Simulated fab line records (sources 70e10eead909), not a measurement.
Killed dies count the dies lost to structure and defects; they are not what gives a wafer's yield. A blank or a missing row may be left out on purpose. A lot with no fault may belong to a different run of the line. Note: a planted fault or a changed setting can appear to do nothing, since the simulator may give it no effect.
A struck lot beside a sound one | flow nand-harc | 39 steps out of a route of 1302
Sound: wafers L578.1, L578.3, L578.4. Struck: wafers L587.2, L587.3, L587.4. The cause is given at the end.
Each step with rows lists, per side, the tool, then ch with its chambers, then its first start. Under that, the readings that differ: sound wafers | struck wafers | difference of the means | sigmas: that difference in standard deviations of wafers without a fault.
alike: readings with means less than 2 such deviations apart, plus words and numbers identical on both sides. not compared: withheld readings, readings lacking a value on some wafer, bounds such as >300 that could conceal the same value, and numbers that have no deviation in the record and whose values overlap.
A row with sigmas, a row that says differs or no value, or rows on one side alone: a step with any of these is where the two part. Numbers that don't overlap but have no deviation are shown without sigmas and don't part them. A reading missing from all wafers of one side parts the sides only when that side holds two or more wafers.

first, 11 steps without rows for these wafers: NHARC_A_CONTACT_ETCH_122 (etches the open film in C4F8/O2/Ar, time 190 s, target depth 1850 nm); NHARC_A_CONTACT_ETCH_123 (etches the open film in C4F8/O2/Ar, time 490 s, target depth 2110 nm); NHARC_A_CONTACT_ETCH_90 (etches the open film in CH3F/O2, target depth 40 nm, time 85.7 s); NHARC_A_CONTACT_ETCH_96 (etches the open film in C4F6/O2, target depth 20 nm, time 10 s); NHARC_A_CONTACT_STRIP_99 (strips in N2/H2); NHARC_A_CONTACT_STRIP_100 (strips in CF4/CHF3); NHARC_A_CONTACT_STRIP_101 (strips in O2/COS); NHARC_A_CONTACT_ETCH_102 (etches the open film in CF4/O2, target depth 100 nm, overetch 10 nm, time 55 s); NHARC_A_CONTACT_STRIP_55 (strips in O2); NHARC_A_CONTACT_STRIP_56 (strips in post etch residue remover, time 600 s); NHARC_A_CONTACT_DEP_57 (deposits aC, target thk 5300 nm).
NHARC_A_CONTACT_DEP_58: deposits SiON, target thk 90 nm.
  sound on pecvd-01 ch 0,1, day 22 11:39; struck on pecvd-01 ch 0,1,2, day 27 10:59
  alike: heater-power-w
then, 26 steps without rows for these wafers: NHARC_A_CONTACT_DEHYDRATE_59 (time 120 s); NHARC_A_CONTACT_HMDS_60 (time 30 s); NHARC_A_CONTACT_COAT_61 (time 75 s); NHARC_A_CONTACT_COAT_62 (time 65 s); NHARC_A_CONTACT_COAT_63 (resist thk 90 nm); NHARC_A_CONTACT_SOFTBAKE_64 (time 55 s); NHARC_A_CONTACT_EBR_65; NHARC_A_CONTACT_EXPOSE_66 (exposes mask A CC 2); NHARC_A_CONTACT_PEB_67 (peb time 65 s); NHARC_A_CONTACT_DEVELOP_68 (develop time 35 s); NHARC_A_CONTACT_DESCUM_74 (chemistry O2, time 3 s); NHARC_A_CONTACT_ETCH_75 (etches the open film in CF4, target depth 39 nm, time 65 s); NHARC_A_CONTACT_ETCH_76 (etches the open film in N2/H2, target depth 260 nm, time 475.3 s); NHARC_A_CONTACT_ETCH_77 (etches the open film in CF4/CHF3, target depth 108.9 nm, time 54.5 s); NHARC_A_CONTACT_ETCH_78 (etches the open film in O2/COS, target depth 5300 nm, time 1378 s); NHARC_A_CONTACT_ETCH_124 (etches the open film in C4F8/O2/Ar, time 140 s, target depth 700 nm); NHARC_A_CONTACT_ETCH_125 (etches the open film in C4F8/O2/Ar, time 197 s, target depth 1918 nm); NHARC_A_CONTACT_ETCH_126 (etches the open film in C4F8/O2/Ar, time 197 s, target depth 1918 nm); NHARC_A_CONTACT_ETCH_127 (etches the open film in C4F8/O2/Ar, time 197 s, target depth 1918 nm); NHARC_A_CONTACT_ETCH_128 (etches the open film in C4F8/O2/Ar, time 197 s, target depth 1918 nm); NHARC_A_CONTACT_ETCH_129 (etches the open film in C4F8/O2/Ar, time 197 s, target depth 1918 nm); NHARC_A_CONTACT_ETCH_130 (etches the open film in C4F8/O2/Ar, time 197 s, target depth 1918 nm); NHARC_A_CONTACT_ETCH_131 (etches the open film in C4F8/O2/Ar, time 197 s, target depth 1918 nm); NHARC_A_CONTACT_ETCH_132 (etches the open film in C4F8/O2/Ar, time 197 s, target depth 1924 nm); NHARC_A_CONTACT_ETCH_133 (etches the open film in C4F8/O2/Ar, time 374 s, target depth 1610 nm); NHARC_A_CONTACT_ETCH_91 (etches the open film in CH3F/O2, target depth 40 nm, time 85.7 s).
-- record jumps: 3 days between struck wafers' starts before vs after; left off in module A_CONTACT, resumes in module END, first step shown is number 1302 of the route --
NHARC_END_SORT_01:
  the record has rows for the struck wafers here (prober-01 ch 0, day 30 03:59) and none for the sound ones

WHERE THEY PART
At NHARC_END_SORT_01 and nowhere else, as far as this record goes.

WHY: what the simulator had put in
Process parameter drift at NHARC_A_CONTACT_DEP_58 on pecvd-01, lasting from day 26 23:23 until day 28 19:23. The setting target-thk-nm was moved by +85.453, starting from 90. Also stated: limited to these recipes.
